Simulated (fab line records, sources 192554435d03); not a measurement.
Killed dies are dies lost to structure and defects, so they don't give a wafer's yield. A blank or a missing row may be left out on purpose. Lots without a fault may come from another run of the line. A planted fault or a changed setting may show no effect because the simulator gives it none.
Which tool did it? | flow n5_finfet | 11 lots, 31 wafers sampled, at 3 steps of a route of 1938

WHAT THE GAUGES READ, wafer by wafer
N5_PASSIVATION_CD_MEAS_30: target cd 4000 nm. Usual: cd_nm 4000.4 nm, standard deviation 2.8.
lot  | measured     | on        | cd_nm (nm)           | flag
L831 | day 12 17:10 | cd_sem-03 | 3993.3 3998.8 3997.4 |
L834 | day 13 13:41 | cd_sem-03 | 3998.7 4003.2        |
L835 | day 13 15:59 | cd_sem-02 | 4001.6 4000.5 3998.3 |
L836 | day 13 19:58 | cd_sem-01 | 3997.5 3999.1 4002.6 |
L839 | day 14 14:44 | cd_sem-02 | 4001.3 4004.3 3998.5 |
L840 | day 14 14:53 | cd_sem-03 | 3992.2 4001.7 4002.3 |
L841 | day 15 02:18 | cd_sem-02 | 4000.1 4003.8 4000.0 |
L842 | day 15 02:35 | cd_sem-02 | 4001.9 4002.0 4000.6 |
L845 | day 15 11:14 | cd_sem-01 | 4000.3 4006.1 3999.8 |
L850 | day 17 06:36 | cd_sem-02 | 4001.7 3997.5 3993.2 |
L853 | day 17 11:22 | cd_sem-02 | 4000.0 4002.7        |

WHICH TOOL RAN EACH LOT (tool, then ch and the chambers of the sampled wafers, then the start)
lot  | N5_MOL_CONTACT_COAG_ETCH_124      | N5_PASSIVATION_DEGAS_18
L831 | rie_diel-05 ch 2,3, day 5 10:32   | pvd_sputter-02, day 12 16:31
L834 | rie_diel-05 ch 1,2, day 6 08:45   | pvd_sputter-01, day 13 12:55
L835 | rie_diel-06 ch 0,3, day 6 11:48   | pvd_sputter-01, day 13 15:13
L836 | rie_diel-04 ch 1,2,3, day 6 20:59 | pvd_sputter-01, day 13 19:11
L839 | rie_diel-05 ch 2,3, day 7 12:17   | pvd_sputter-01, day 14 14:05
L840 | rie_diel-05 ch 1,2,3, day 7 15:32 | pvd_sputter-02, day 14 14:07
L841 | rie_diel-05 ch 1,2,3, day 7 22:51 | pvd_sputter-02, day 15 01:31
L842 | rie_diel-05 ch 0,2, day 8 03:20   | pvd_sputter-02, day 15 01:56
L845 | rie_diel-05 ch 0,1,2, day 8 23:13 | pvd_sputter-02, day 15 10:35
L850 | rie_diel-06 ch 1,3, day 10 06:52  | pvd_sputter-03, day 17 05:47
L853 | rie_diel-06 ch 0,1, day 11 04:49  | pvd_sputter-03, day 17 10:32
- N5_MOL_CONTACT_COAG_ETCH_124: etches SiNx in CH3F/O2, stops on SiOC, target depth 6.5 nm.
- N5_PASSIVATION_DEGAS_18: time 60 s.

WHAT THE TOOLS THEMSELVES READ (means of the sampled wafers that have a number; where no wafer has one, the mark that the record gives instead)
N5_MOL_CONTACT_COAG_ETCH_124. Usual: drypump_motor_current_A 5.7 A, standard deviation 0.58; oes_ar_750_au 0.79 a.u., standard deviation 0.1; oes_product_au 0.68 a.u., standard deviation 0.088; rf_vpp_V 302 V, standard deviation 7; showerhead_plenum_p_Torr 2.01 Torr, standard deviation 0.074; throttle_valve_pct 16.4 %, standard deviation 0.32.
lot  | tool        | drypump_motor_current_A (A) | oes_ar_750_au (a.u.) | oes_product_au (a.u.) | rf_vpp_V (V) | showerhead_plenum_p_Torr (Torr) | throttle_valve_pct (%) | flag
L831 | rie_diel-05 | 6.0                         | 0.77                 | 0.66                  | 304          | 2.04                            | 16.3                   |
L834 | rie_diel-05 | 5.3                         | 0.79                 | 0.67                  | 298          | 1.94                            | 16.2                   |
L835 | rie_diel-06 | 5.9                         | 0.77                 | 0.67                  | 304          | 2.00                            | 16.4                   |
L836 | rie_diel-04 | 5.9                         | 0.71                 | 0.62                  | 301          | 1.99                            | 16.7                   |
L839 | rie_diel-05 | 6.0                         | 0.93                 | 0.81                  | 303          | 2.03                            | 16.0                   |
L840 | rie_diel-05 | 5.6                         | 0.83                 | 0.71                  | 300          | 1.97                            | 16.2                   |
L841 | rie_diel-05 | 5.6                         | 0.83                 | 0.71                  | 300          | 1.97                            | 16.2                   |
L842 | rie_diel-05 | 5.1                         | 0.80                 | 0.69                  | 297          | 1.97                            | 16.1                   |
L845 | rie_diel-05 | 5.1                         | 0.84                 | 0.71                  | 299          | 2.01                            | 16.2                   |
L850 | rie_diel-06 | 5.5                         | 0.74                 | 0.64                  | 304          | 1.99                            | 16.4                   |
L853 | rie_diel-06 | 5.5                         | 0.83                 | 0.70                  | 289          | 1.96                            | 16.4                   |

N5_PASSIVATION_DEGAS_18. Usual: heater_power_w 480 W, standard deviation 75.
lot  | tool           | heater_power_w (W) | flag
L831 | pvd_sputter-02 | 492                |
L834 | pvd_sputter-01 | 490                |
L835 | pvd_sputter-01 | 456                |
L836 | pvd_sputter-01 | 482                |
L839 | pvd_sputter-01 | 477                |
L840 | pvd_sputter-02 | 448                |
L841 | pvd_sputter-02 | 439                |
L842 | pvd_sputter-02 | 459                |
L845 | pvd_sputter-02 | 549                |
L850 | pvd_sputter-03 | 566                |
L853 | pvd_sputter-03 | 478                |

THE ANSWER, worked out from the rows above alone
Rule: a lot is off if the mean of its wafers that have a number lies more than 3 standard deviations from the usual mean. A lot without any number at a reading at which 4 lots or more have one is off too. The other lots that the step has rows for count as sound. The gauges are gone through in route order, then the tools' own readings, and for those a lot's mean is taken as printed above. The first step at which some lot is off is used, and at that step the reading that is off furthest; a lot without a number counts as furthest.
No lot is off at any reading shown: from this, nothing can be told.

WHAT THE SIMULATOR HAD PUT IN
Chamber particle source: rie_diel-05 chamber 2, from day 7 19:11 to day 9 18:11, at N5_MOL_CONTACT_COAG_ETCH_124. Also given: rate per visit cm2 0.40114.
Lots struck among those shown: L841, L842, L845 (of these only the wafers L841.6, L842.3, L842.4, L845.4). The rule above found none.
